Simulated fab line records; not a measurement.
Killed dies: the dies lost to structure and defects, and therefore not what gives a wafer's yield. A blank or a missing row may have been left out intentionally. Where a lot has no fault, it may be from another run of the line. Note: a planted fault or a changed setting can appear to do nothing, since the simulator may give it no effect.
fab line records | flow n5Finfet
record: lots: 7 wafers: 21
route steps=1938 shown MOL_CONTACT_COAG@535 BEOL_M0_SAQP@686 BEOL_M1@780 BEOL_M2@860
startH: hours from the record's opening day to when the first of the lot's shown wafers began | waitH: how many hours have passed since the lot's step before this one | " same as the row above | L1.1+2: a single row standing in for several wafers | - no value, or no start was given | * or withheld: withheld | < > ~ a bound
route shown NAME@n: NAME is a module with steps in the file, n the number in the route of the first one | usual: the fault-free wafers' mean and standard deviation | same: alike in all rows | chamber/n: place in a boat | sites: each site's reading | _std_site: the values' standard deviation | _edge_site: inner sites' mean taken away from outer sites' mean | radiusMm: how far each site lies from the wafer's centre | mask NAME#n: copy n | behind: the most recent tool/chamber to have shaped the wafer | hold: what put the lot on hold/how long, in hours/how the hold closed | device: which transistor (n, p or np) failed to switch | end of line: the tests these same wafers got at the end of their route | for a step that has no rows: nothing shown but its recipe | killed: at the first sort, the dies lost to defects and structure; wafer yield is something else | map: shows each die of a wafer: x if killed, . if not, _ if none is there
set.NAME: setting as actually run; set.NAME@STEP: the setting as run at that earlier step | model.NAME: the simulator's own value behind a step, which no gauge read
lots with deliberately changed settings; one table per step, one row per wafer
== steps ==
step: N5_MOL_CONTACT_COAG_CONTACT_ETCH_14
recipe: chemistry: C4F6/O2 target: SiO2 targetDepthA: 275 overetchA: 85 maskMaterial: SOC pressureMtorr: 30 sourceW: 370 biasW: 185 Ar_flow_sccm: 300 C4F6_flow_sccm: 16 O2_flow_sccm: 10 timeS: 20 ionEnergyEv: 259.6
columns lot.wafer tool chamber startH waitH set.timeS set.doseMj@MOL_CONTACT_COAG_EXPOSE_05 model.MOL_CONTACT_COAG.cdOffsetNm
L074.1 rieDiel-04 3 87.50 0.0 20 38.25 0
L074.4 " 1 " " 22.82 38.25 0
L074.6 " 2 " " 20 36.14 -1.4
L077.1+5 rieDiel-04 2,0 108.73 0.0 20 38.25 0.4
L077.3 " 3 " " 20 38.25 0.2
L079.1 rieDiel-02 1 118.86 0.0 18.66 38.25 0
L079.3 " 2 " " 20 38.25 0.2
L079.4 " 1 " " 20 39.12 0.4
L081.1 rieDiel-03 0 132.99 0.0 21.79 35.99 -1.8
L081.3+6 " 3,2 " " 20 38.25 0.2
L087.1 rieDiel-04 3 168.73 0.0 20 38.25 0.2
L087.2 " 1 " " 20 38.25 0
L087.3 " 0 " " 20 39.66 1
L088.2+3 rieDiel-02 3,1 176.89 0.0 20 38.25 -0.2
L088.6 " 2 " " 20 38.25 0.2
L092.1 rieDiel-02 2 201.40 0.0 20 38.25 0.4
L092.5 " 1 " " 20 38.25 0.2
L092.6 " 0 " " 15.9 38.25 0.6
step: N5_MOL_CONTACT_COAG_STRIP_109
recipe: chemistry: C4F6/O2 resist: SiARC rfFrequencyHz: 6e+07
step: N5_MOL_CONTACT_COAG_ETCH_15
recipe: chemistry: CH3F/O2 target: SiNx targetDepthA: 70 maskMaterial: SOC stopOn: Si:P overEtchFrac: 0.75 ionEnergyEv: 120 pressureMtorr: 30 sourceW: 395 biasW: 73 Ar_flow_sccm: 150 CH3F_flow_sccm: 30 O2_flow_sccm: 20
columns lot.wafer tool chamber startH waitH set.doseMj@MOL_CONTACT_COAG_EXPOSE_05 model.MOL_CONTACT_COAG.cdOffsetNm
L074.1+4 rieDiel-04 3,1 87.53 0.0 38.25 0
L074.6 " 2 " " 36.14 -1.2
L077.1 rieDiel-04 2 108.76 0.0 38.25 0.6
L077.3 " 3 " " 38.25 0.2
L077.5 " 0 " " 38.25 0.4
L079.1 rieDiel-02 1 118.90 0.0 38.25 0
L079.3 " 2 " " 38.25 0.2
L079.4 " 1 " " 39.12 0.4
L081.1 rieDiel-03 0 133.02 0.0 35.99 -2
L081.3+6 " 3,2 " " 38.25 0.2
L087.1+2 rieDiel-04 3,1 168.77 0.0 38.25 0
L087.3 " 0 " " 39.66 1.2
L088.2+3 rieDiel-02 3,1 176.92 0.0 38.25 -0.2
L088.6 " 2 " " 38.25 0.2
L092.1+5 rieDiel-02 2,1 201.44 0.0 38.25 0.4
L092.6 " 0 " " 38.25 0.6
step: N5_MOL_CONTACT_COAG_ETCH_110
recipe: chemistry: CF4/O2 target: Si targetDepthA: 25 timeS: 8 pressureMtorr: 100 sourceW: 200 biasW: 12 ionEnergyEv: 60 Ar_flow_sccm: 100 cf4FlowSccm: 100 O2_flow_sccm: 10
step: N5_MOL_CONTACT_COAG_STRIP_98
recipe: chemistry: N2/H2 powerW: 500 tempC: 40 pressureMtorr: 50 rfFrequencyHz: 6e+07 overashFraction: 0.3 biasPowerW: 8 h2Frac: 0.5 n2FlowSccm: 300 h2FlowSccm: 300
step: N5_MOL_CONTACT_COAG_CD_MEAS_99
recipe: targetCdNm: 17.2 polarity: opening
usual: cdNm: 17.3/0.35
columns lot.wafer tool chamber startH waitH set.doseMj@MOL_CONTACT_COAG_EXPOSE_05 cdNm
L074.1 cdSem-02 - 87.71 - 38.25 17.2
L074.4 " - " " 38.25 17.1
L074.6 " - " " 36.14 15.9
L077.1 cdSem-01 - 108.94 - 38.25 17.7
L077.3 " - " " 38.25 17.7
L077.5 " - " " 38.25 17.9
L079.1 cdSem-01 - 119.08 - 38.25 17.3
L079.3 " - " " 38.25 17.4
L079.4 " - " " 39.12 17.8
L081.1 cdSem-02 - 133.20 - 35.99 15.2
L081.3 " - " " 38.25 17.3
L081.6 " - " " 38.25 17.1
L087.1 cdSem-02 - 168.95 - 38.25 17.6
L087.2 " - " " 38.25 17.7
L087.3 " - " " 39.66 18.2
L088.2 cdSem-01 - 177.10 - 38.25 17.7
L088.3 " - " " 38.25 16.8
L088.6 " - " " 38.25 17.1
L092.1 cdSem-02 - 201.62 - 38.25 17.5
L092.5 " - " " 38.25 17.5
L092.6 " - " " 38.25 18.0
step: N5_MOL_CONTACT_COAG_ALD_133
recipe: material: SiO2 targetThkA: 50 tempC: 100 aldPrecursorFamily: BDEAS aldCoReactant: O2-plasma pulseTimeS: 1 coReactantPulseTimeS: 1 purgeTimeS: 2 coReactantPurgeTimeS: 2 aldCycles: 35 pressureTorr: 2
columns lot.wafer tool chamber startH waitH set.aldCycles model.SiO2_of_MOL_CONTACT_COAG_ALD_133.thkNm
L074.1+4 aldSin-02 2,1 101.37 0.1 35 5
L074.6 " 3 " " 39 5.6
L077.1+3+5 aldSin-01 2,0,1 120.35 0.1 35 5
L079.1 aldSin-01 3 132.77 0.1 35 5
L079.3+4 " 2,1 " " 38 5.4
L081.1+3 aldSin-01 2,0 145.45 0.1 35 5
L081.6 " 2 " " 31 4.4
L087.1 aldSin-01 3 179.27 0.1 35 5
L087.2+3 " 0,1 " " 32 4.6
L088.2+3+6 aldSin-04 0,1,1 190.97 0.4 35 5
L092.1+5 aldSin-02 3,1 210.71 0.2 35 5
L092.6 " 0 " " 32 4.6
step: N5_BEOL_M0_SAQP_EXPOSE_37
recipe: maskId: M0_CUT1 na: 0.33 sourceShape: annular sigmaInner: 0.35 sigmaOuter: 0.8 polarization: unpolarized targetCdNm: 30 doseMj: 44.75
columns lot.wafer tool chamber startH waitH mask set.doseMj
L074.1+4+6 euvScanner-01 0 111.12 - M0_CUT1#0 44.75
L077.1+5 euvScanner-01 0 131.92 - M0_CUT1#0 44.75
L077.3 " 0 " " M0_CUT1#0 42.66
L079.1+3+4 euvScanner-02 0 144.62 - M0_CUT1#0 47
L081.1+3 euvScanner-02 0 157.54 - M0_CUT1#0 46.87
L081.6 " 0 " " M0_CUT1#0 44.75
L087.1+2+3 euvScanner-02 0 192.22 - M0_CUT1#0 44.75
L088.2+3+6 euvScanner-01 0 201.58 - M0_CUT1#0 44.75
L092.1+6 euvScanner-02 0 222.84 - M0_CUT1#0 44.75
L092.5 " 0 " " M0_CUT1#0 48.07
step: N5_BEOL_M0_SAQP_PEB_38
recipe: pebTempC: 100 pebTimeS: 60 resist: CAR-EUV
step: N5_BEOL_M0_SAQP_DEVELOP_39
recipe: developTimeS: 30 developer: TMAH resist: CAR-EUV rinseLiquid: surfactantRinse dry: airSpin devTempC: 23
step: N5_BEOL_M0_SAQP_CD_MEAS_40
recipe: targetCdNm: 30 landingEnergyEv: 500 detector: seInlens
usual: cdNm: 30.08/0.21
columns lot.wafer tool chamber startH waitH set.doseMj@BEOL_M0_SAQP_EXPOSE_37 cdNm
L074.1 cdSem-01 0 111.26 - 44.75 29.93
L074.4 " 0 " " 44.75 30.21
L074.6 " 0 " " 44.75 30.40
L077.1 cdSem-02 0 132.05 - 44.75 29.70
L077.3 " 0 " " 42.66 29.02
L077.5 " 0 " " 44.75 30.13
L079.1 cdSem-03 0 144.75 - 47 31.06
L079.3 " 0 " " 47 31.34
L079.4 " 0 " " 47 31.19
L081.1 cdSem-01 0 157.67 - 46.87 30.80
L081.3 " 0 " " 46.87 31.09
L081.6 " 0 " " 44.75 30.24
L087.1 cdSem-01 0 192.36 - 44.75 30.48
L087.2 " 0 " " 44.75 30.28
L087.3 " 0 " " 44.75 30.12
L088.2 cdSem-03 0 201.71 - 44.75 29.97
L088.3 " 0 " " 44.75 29.92
L088.6 " 0 " " 44.75 30.18
L092.1 cdSem-03 0 222.97 - 44.75 30.11
L092.5 " 0 " " 48.07 31.72
L092.6 " 0 " " 44.75 30.34
step: N5_BEOL_M0_SAQP_DESCUM_45
recipe: chemistry: O2 timeS: 7 sourcePowerW: 50 biasPowerW: 20 pressureMtorr: 20 rfFrequencyHz: 2.712e+07 tempC: 40 resist: CAR-EUV o2FlowSccm: 225
columns lot.wafer tool chamber startH waitH set.doseMj@BEOL_M0_SAQP_EXPOSE_37 model.BEOL_M0_SAQP.cdNm
L074.1+4 rieDiel-06 1,2 111.39 0.0 44.75 30
L074.6 " 3 " " 44.75 30.2
L077.1 rieDiel-01 1 132.17 0.0 44.75 29.8
L077.3 " 3 " " 42.66 28.8
L077.5 " 1 " " 44.75 30.2
L079.1+3+4 rieDiel-06 3,0,1 144.91 0.1 47 31
L081.1+3 rieDiel-06 2,1 157.80 0.0 46.87 30.6
L081.6 " 0 " " 44.75 29.8
L087.1+3 rieDiel-01 2,3 192.48 0.0 44.75 30.2
L087.2 " 0 " " 44.75 30
L088.2 rieDiel-06 1 202.52 0.7 44.75 29.8
L088.3+6 " 3,0 " " 44.75 30
L092.1+6 rieDiel-05 0 223.10 0.0 44.75 30.2
L092.5 " 3 " " 48.07 32
step: N5_BEOL_M0_SAQP_ETCH_88
recipe: chemistry: N2/H2 target: underlayer targetDepthA: 65 timeS: 5.2 ionEnergyEv: 200 maskMaterial: CAR-EUV pressureMtorr: 30 sourceW: 840 biasW: 150 n2FlowSccm: 200 h2FlowSccm: 200 ends: cleared
columns lot.wafer tool chamber startH waitH set.doseMj@BEOL_M0_SAQP_EXPOSE_37 model.BEOL_M0_SAQP.cdNm
L074.1+4 rieDiel-06 1,2 111.43 0.0 44.75 30
L074.6 " 3 " " 44.75 30.2
L077.1 rieDiel-01 1 132.21 0.0 44.75 29.8
L077.3 " 3 " " 42.66 28.8
L077.5 " 1 " " 44.75 30.2
L079.1+4 rieDiel-06 3,1 144.94 0.0 47 31.2
L079.3 " 0 " " 47 31
L081.1+3 rieDiel-06 2,1 157.83 0.0 46.87 30.6
L081.6 " 0 " " 44.75 29.8
L087.1+3 rieDiel-01 2,3 192.52 0.0 44.75 30.2
L087.2 " 0 " " 44.75 30
L088.2 rieDiel-06 1 202.55 0.0 44.75 29.8
L088.3+6 " 3,0 " " 44.75 30
L092.1+6 rieDiel-05 0 223.13 0.0 44.75 30.4
L092.5 " 3 " " 48.07 32
step: N5_BEOL_M0_SAQP_ETCH_73
recipe: chemistry: CF4 target: SiARC targetDepthA: 195 maskMaterial: CAR-EUV timeS: 32.5 ionEnergyEv: 80 pressureMtorr: 40 sourceW: 545 biasW: 36 Ar_flow_sccm: 100 cf4FlowSccm: 100 ends: cleared
step: N5_BEOL_M0_SAQP_CUT_ETCH_46
recipe: chemistry: N2/H2 target: SOC targetDepthA: 1350 overetchA: 270 tempC: 40 timeS: 202.5 ionEnergyEv: 200 maskMaterial: SiARC pressureMtorr: 30 sourceW: 840 biasW: 150 n2FlowSccm: 200 h2FlowSccm: 200
columns lot.wafer tool chamber startH waitH set.doseMj@BEOL_M0_SAQP_EXPOSE_37 model.BEOL_M0_SAQP.cdNm
L074.1+4 rieDiel-06 1,2 111.48 0.0 44.75 29.8
L074.6 " 3 " " 44.75 30.2
L077.1 rieDiel-01 1 132.26 0.0 44.75 29.4
L077.3 " 3 " " 42.66 29
L077.5 " 1 " " 44.75 29.8
L079.1+3+4 rieDiel-06 3,0,1 144.99 0.0 47 31
L081.1 rieDiel-06 2 157.88 0.0 46.87 31
L081.3 " 1 " " 46.87 30.8
L081.6 " 0 " " 44.75 29.8
L087.1 rieDiel-01 2 192.56 0.0 44.75 30
L087.2 " 0 " " 44.75 29.8
L087.3 " 3 " " 44.75 30.6
L088.2 rieDiel-06 1 202.60 0.0 44.75 29.6
L088.3+6 " 3,0 " " 44.75 29.8
L092.1 rieDiel-05 0 223.18 0.0 44.75 30.6
L092.5 " 3 " " 48.07 32.2
L092.6 " 0 " " 44.75 30.8
step: N5_BEOL_M0_SAQP_STRIP_74
recipe: chemistry: N2/H2 tempC: 40 n2FlowSccm: 200 h2FlowSccm: 200 rfFrequencyHz: 6e+07
step: N5_BEOL_M0_SAQP_STRIP_89
recipe: chemistry: N2/H2 tempC: 40 n2FlowSccm: 200 h2FlowSccm: 200 rfFrequencyHz: 6e+07
step: N5_BEOL_M0_SAQP_ALD_48
recipe: material: SiO2 targetThkA: 200 tempC: 100 aldPrecursorFamily: BDEAS aldCoReactant: O2-plasma pulseTimeS: 1 coReactantPulseTimeS: 1 purgeTimeS: 2 coReactantPurgeTimeS: 2 aldCycles: 139 pressureTorr: 2
step: N5_BEOL_M0_SAQP_ETCH_49
recipe: chemistry: CF4/O2 targetDepthA: 370 target: SiO2 pressureMtorr: 40 sourceW: 535 biasW: 49 Ar_flow_sccm: 100 cf4FlowSccm: 100 O2_flow_sccm: 10 ionEnergyEv: 100
columns lot.wafer tool chamber startH waitH set.doseMj@BEOL_M0_SAQP_EXPOSE_37 model.BEOL_M0_SAQP.cdNm
L074.1 rieDiel-05 2 112.29 0.3 44.75 29.8
L074.4 " 1 " " 44.75 30
L074.6 " 1 " " 44.75 30.2
L077.1 rieDiel-01 0 132.98 0.3 44.75 29.4
L077.3 " 1 " " 42.66 29
L077.5 " 0 " " 44.75 30
L079.1+3+4 rieDiel-06 2,0,3 145.90 0.5 47 31
L081.1 rieDiel-01 3 158.61 0.3 46.87 30.8
L081.3 " 0 " " 46.87 31
L081.6 " 0 " " 44.75 30
L087.1 rieDiel-05 3 193.33 0.3 44.75 30
L087.2 " 1 " " 44.75 29.8
L087.3 " 2 " " 44.75 30.6
L088.2+3+6 rieDiel-05 2,3,3 203.40 0.4 44.75 29.8
L092.1+6 rieDiel-06 1 224.05 0.4 44.75 30.6
L092.5 " 0 " " 48.07 32.2
step: N5_BEOL_M1_COAT_22
recipe: resist: CAR-EUV spinRpm: 1500 resistThkNm: 30
columns lot.wafer tool chamber startH waitH set.spinRpm model.CAR-EUV_of_BEOL_M1_COAT_22.thkNm
L074.1 lithoTrack-04 0 - - 1634 28.8
L074.4 " 0 " " 1634 28.6
L074.6 " 0 " " 1500 30
L077.1 lithoTrack-05 0 - - 1500 30
L077.3+5 " 0 " " 1603 29.2
L079.1 lithoTrack-04 0 - - 1371 31.4
L079.3+4 " 0 " " 1500 30
L081.1+3 lithoTrack-04 0 - - 1500 30.2
L081.6 " 0 " " 1602 29.2
L087.1 lithoTrack-03 0 - - 1444 30.8
L087.2+3 " 0 " " 1500 30.2
L088.2+3+6 lithoTrack-05 0 - - 1500 30
L092.1+5 lithoTrack-03 0 - - 1640 28.6
L092.6 " 0 " " 1500 29.8
step: N5_BEOL_M1_EBR_24
recipe: solvent: PGMEA ebrWidthMm: 1.5
step: N5_BEOL_M1_SOFTBAKE_23
recipe: tempC: 110 timeS: 60 resist: CAR-EUV
step: N5_BEOL_M1_DESCUM_33
recipe: chemistry: O2 timeS: 7 sourcePowerW: 50 biasPowerW: 20 pressureMtorr: 20 rfFrequencyHz: 2.712e+07 tempC: 40 resist: CAR-EUV o2FlowSccm: 225
columns lot.wafer tool chamber startH waitH set.spinRpm@BEOL_M1_COAT_22 model.CAR-EUV_of_BEOL_M1_COAT_22.thkNm
L074.1+4 rieDiel-01 1,0 119.44 0.0 1634 24.8
L074.6 " 0 " " 1500 26
L077.1 rieDiel-01 1 142.70 0.0 1500 26.2
L077.3+5 " 2,0 " " 1603 25.2
L079.1 rieDiel-01 2 155.81 0.0 1371 27.4
L079.3+4 " 3,0 " " 1500 26
L081.1+3 rieDiel-05 3,2 172.06 0.1 1500 26.2
L081.6 " 2 " " 1602 25.2
L087.1 rieDiel-06 3 202.41 0.7 1444 26.8
L087.2+3 " 0,1 " " 1500 26.2
L088.2+3+6 rieDiel-05 3,2,2 210.01 0.0 1500 26.2
L092.1 rieDiel-01 0 234.15 0.0 1640 24.8
L092.5 " 0 " " 1640 24.6
L092.6 " 1 " " 1500 26
step: N5_BEOL_M2_ETCH_64
recipe: chemistry: N2/H2 target: SOC targetDepthA: 750 overetchA: 225 maskMaterial: SiARC tempC: 40 timeS: 121.9 ionEnergyEv: 200 pressureMtorr: 30 sourceW: 840 biasW: 150 n2FlowSccm: 200 h2FlowSccm: 200
usual: rfVppV: 524.3/2.4
columns lot.wafer tool chamber startH waitH set.biasW rfVppV model.SiARC_of_BEOL_M2_COAT_62.thkNm
L074.1 rieDiel-03 2 137.92 0.0 150 523.7 6
L074.4 " 3 " " 150 525.2 6.2
L074.6 " 2 " " 150 522.4 6.2
L077.1 rieDiel-04 3 152.42 0.0 143 507.6 6.8
L077.3 " 2 " " 150 523.8 6.4
L077.5 " 2 " " 143 508.4 6.6
L079.1 rieDiel-03 1 167.31 0.0 150 525.8 6.2
L079.3 " 2 " " 142.4 504.6 6.6
L079.4 " 2 " " 150 522.5 6.2
L081.1 rieDiel-04 1 177.96 0.0 132.6 488.2 7.2
L081.3 " 2 " " 150 523.4 6.4
L081.6 " 3 " " 132.6 481.3 7.4
L087.1 rieDiel-04 0 212.65 0.0 150 528.0 6.2
L087.2 " 2 " " 150 522.6 6.4
L087.3 " 3 " " 134 485.3 7.2
L088.2 rieDiel-04 1 230.84 0.0 150 526.2 6.4
L088.3 " 3 " " 150 521.3 6.4
L088.6 " 1 " " 150 526.5 6.2
L092.1 rieDiel-04 1 241.95 0.0 159.1 545.5 5.8
L092.5 " 1 " " 150 526.0 6.2
L092.6 " 2 " " 159.1 543.3 5.8
step: N5_BEOL_M2_COAT_22
recipe: resist: CAR-EUV spinRpm: 1500 resistThkNm: 30
columns lot.wafer tool chamber startH waitH set.spinRpm model.CAR-EUV_of_BEOL_M2_COAT_22.thkNm
L074.1+4+6 lithoTrack-01 0 - - 1500 30
L077.1+3 lithoTrack-04 0 - - 1657 28.6
L077.5 " 0 " " 1500 30
L079.1 lithoTrack-01 0 - - 1500 30
L079.3 " 0 " " 1500 30.2
L079.4 " 0 " " 1646 28.8
L081.1+3 lithoTrack-04 0 - - 1500 30
L081.6 " 0 " " 1662 28.6
L087.1 lithoTrack-02 0 - - 1628 28.8
L087.2+3 " 0 " " 1500 30
L088.2+3 lithoTrack-04 0 - - 1500 30
L088.6 " 0 " " 1500 29.8
L092.1 lithoTrack-02 0 - - 1550 29.6
L092.5 " 0 " " 1500 30
L092.6 " 0 " " 1500 30.2
step: N5_BEOL_M2_EBR_24
recipe: solvent: PGMEA ebrWidthMm: 1.5
step: N5_BEOL_M2_SOFTBAKE_23
recipe: tempC: 110 timeS: 60 resist: CAR-EUV
step: N5_BEOL_M2_EXPOSE_25
recipe: maskId: V1 na: 0.33 sourceShape: quasar sigmaInner: 0.2 sigmaOuter: 0.8 polarization: unpolarized defocusNm: 5 doseMj: 63
step: N5_BEOL_M2_PEB_26
recipe: pebTempC: 100 pebTimeS: 60 resist: CAR-EUV
step: N5_BEOL_M2_DEVELOP_27
recipe: developTimeS: 30 developer: TMAH resist: CAR-EUV rinseLiquid: surfactantRinse dry: airSpin devTempC: 23
columns lot.wafer tool chamber startH waitH set.spinRpm@BEOL_M2_COAT_22 model.CAR-EUV_of_BEOL_M2_COAT_22.thkNm
L074.1+4+6 lithoTrack-02 0 - - 1500 29.6
L077.1+3 lithoTrack-01 0 - - 1657 28.2
L077.5 " 0 " " 1500 29.6
L079.1 lithoTrack-01 0 - - 1500 29.4
L079.3 " 0 " " 1500 29.6
L079.4 " 0 " " 1646 28.2
L081.1 lithoTrack-01 0 - - 1500 29.4
L081.3 " 0 " " 1500 29.6
L081.6 " 0 " " 1662 28
L087.1 lithoTrack-02 0 - - 1628 28.2
L087.2 " 0 " " 1500 29.6
L087.3 " 0 " " 1500 29.4
L088.2+3+6 lithoTrack-04 0 - - 1500 29.4
L092.1 lithoTrack-02 0 - - 1550 29.2
L092.5 " 0 " " 1500 29.6
L092.6 " 0 " " 1500 29.8
== key ==
split: step: N5_MOL_CONTACT_COAG_CONTACT_ETCH_14 setting: timeS stated: 20 by: wafer
response none clear
split: step: N5_MOL_CONTACT_COAG_ALD_133 setting: aldCycles stated: 35 by: wafer
response: step: N5_MOL_CONTACT_COAG_ALD_133 reading: model.SiO2_of_MOL_CONTACT_COAG_ALD_133.thkNm change: +0.0498 per: 1% r: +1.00
split: step: N5_BEOL_M0_SAQP_EXPOSE_37 setting: doseMj stated: 44.75 by: wafer
response: step: N5_BEOL_M0_SAQP_CD_MEAS_40 reading: cdNm change: +0.187 per: 1% r: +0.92
response: step: N5_BEOL_M0_SAQP_DESCUM_45 reading: model.BEOL_M0_SAQP.cdNm change: +0.229 per: 1% r: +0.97
response: step: N5_BEOL_M0_SAQP_ETCH_88 reading: model.BEOL_M0_SAQP.cdNm change: +0.214 per: 1% r: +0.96
response: step: N5_BEOL_M0_SAQP_CUT_ETCH_46 reading: model.BEOL_M0_SAQP.cdNm change: +0.193 per: 1% r: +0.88
response: step: N5_BEOL_M0_SAQP_ETCH_49 reading: model.BEOL_M0_SAQP.cdNm change: +0.195 per: 1% r: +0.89
split: step: N5_BEOL_M1_COAT_22 setting: spinRpm stated: 1500 by: wafer
response: step: N5_BEOL_M1_COAT_22 reading: model.CAR-EUV_of_BEOL_M1_COAT_22.thkNm change: -0.142 per: 1% r: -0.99
response: step: N5_BEOL_M1_DESCUM_33 reading: model.CAR-EUV_of_BEOL_M1_COAT_22.thkNm change: -0.146 per: 1% r: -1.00
split: step: N5_BEOL_M2_ETCH_64 setting: biasW stated: 150 by: wafer
response: step: N5_BEOL_M2_ETCH_64 reading: rfVppV change: +3.49 per: 1% r: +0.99
response: step: N5_BEOL_M2_ETCH_64 reading: model.SiARC_of_BEOL_M2_COAT_62.thkNm change: -0.0779 per: 1% r: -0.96
split: step: N5_BEOL_M2_COAT_22 setting: spinRpm stated: 1500 by: wafer
response: step: N5_BEOL_M2_COAT_22 reading: model.CAR-EUV_of_BEOL_M2_COAT_22.thkNm change: -0.134 per: 1% r: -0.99
response: step: N5_BEOL_M2_DEVELOP_27 reading: model.CAR-EUV_of_BEOL_M2_COAT_22.thkNm change: -0.139 per: 1% r: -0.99
split outsideThisFile step=N5_MOL_CONTACT_COAG_EXPOSE_05 setting=doseMj
split outsideThisFile: this setting was split too, and the file shows its column; the key of that split is in another file
